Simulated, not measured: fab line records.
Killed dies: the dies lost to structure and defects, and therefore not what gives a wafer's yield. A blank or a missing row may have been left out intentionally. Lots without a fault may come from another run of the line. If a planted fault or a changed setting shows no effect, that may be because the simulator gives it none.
Chamber matching    flow n5_finfet    N5_BEOL_M0_SAQP_PECVD_04 on pecvd-04 has 3 sister chambers
The step deposits a-Si from SiH4/He, target thk 60 nm, time 60.2 s. 6 wafers are shown with their chamber, then 8 later ones without.

WAFERS PAIRED WITH THEIR CHAMBERS
wafer   chamber  throttle_valve_pct (%)  showerhead_plenum_p_Torr (Torr)
L087.4  2        17.8                    5.65
L087.5  1        18.7                    5.73
L088.2  2        17.8                    5.64
L088.3  1        18.6                    5.70
L088.5  0        18.0                    5.70
L090.2  0        18.3                    5.69

WAFERS MISSING THEIR CHAMBER
wafer   throttle_valve_pct (%)  showerhead_plenum_p_Torr (Torr)
L090.3  18.6                    5.70
L090.4  18.3                    5.72
L095.2  18.1                    5.64
L095.3  18.7                    5.72
L095.6  18.1                    5.71
L096.4  18.0                    5.71
L096.5  18.0                    5.66
L096.6  18.9                    5.70

CHAMBER TAKEN BY EACH
wafer   from the rows above      in truth
L090.3  1                        1
L090.4  can't be placed: 0 or 1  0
L095.2  can't be placed: 2 or 0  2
L095.3  1                        1
L095.6  0                        0
L096.4  0                        0
L096.5  can't be placed: 2 or 0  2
L096.6  1                        1
Correct placement for 5 of the 8. Unplaceable from these rows: 3, with the true chamber sitting among the candidates in 3. Placed wrongly: 0.
How it was worked out, from the rows above alone: a wafer's distance from a chamber is the root of the sum, over the readings, of the square of ((its reading less the chamber's mean) divided by the reading's scatter). If the next closest chamber is less than 2 further off than the closest, the wafer can't be placed; otherwise it belongs to the closest. A chamber's mean is the mean of its shown wafers. The scatter: the root of (the sum of the squares of (reading less its chamber's mean) over the shown wafers, divided by (wafers less chambers)).
